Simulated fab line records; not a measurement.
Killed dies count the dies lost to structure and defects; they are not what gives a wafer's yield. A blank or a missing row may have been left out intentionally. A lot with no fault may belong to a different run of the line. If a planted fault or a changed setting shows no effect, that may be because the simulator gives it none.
Chamber matching	flow n5_finfet	N5_BEOL_M0_SAQP_DESCUM_19 on rie_diel-06: 4 sister chambers
The step chemistry O2, time 7.9 s. 8 wafers are shown with their chamber, then 8 later ones without.

## WAFERS PAIRED WITH THEIR CHAMBERS
wafer	chamber	showerhead_plenum_p_Torr (Torr)	drypump_motor_current_A (A)
L074.5	1	2.06	5.5
L078.2	3	2.24	5.4
L085.1	1	2.05	5.5
L085.4	2	2.09	5.4
L085.5	2	2.09	5.4
L088.5	3	2.23	5.4
L088.6	0	2.14	6.0
L091.2	0	2.13	6.1

## WAFERS MISSING THEIR CHAMBER
wafer	showerhead_plenum_p_Torr (Torr)	drypump_motor_current_A (A)
L091.4	2.23	5.4
L091.6	2.23	5.4
L093.2	2.23	5.4
L093.3	2.08	5.4
L093.5	2.13	6.0
L097.3	2.08	5.4
L097.5	2.08	5.4
L097.6	2.04	5.5

## CHAMBER TAKEN BY EACH
wafer	from the rows above	in truth
L091.4	3	3
L091.6	3	3
L093.2	3	3
L093.3	2	2
L093.5	0	0
L097.3	2	2
L097.5	2	2
L097.6	1	1
Correctly placed: 8 of 8. From these rows, 0 cannot be placed. 0 placed wrongly.
How it was worked out, from the rows above alone: a wafer's distance from a chamber is the root of the sum, over the readings, of the square of ((its reading less the chamber's mean) divided by the reading's scatter). If the next closest chamber is less than 2 further off than the closest, the wafer can't be placed; otherwise it belongs to the closest. Each chamber's mean is taken over the wafers shown for it. The scatter: the root of (the sum of the squares of (reading less its chamber's mean) over the shown wafers, divided by (wafers less chambers)).
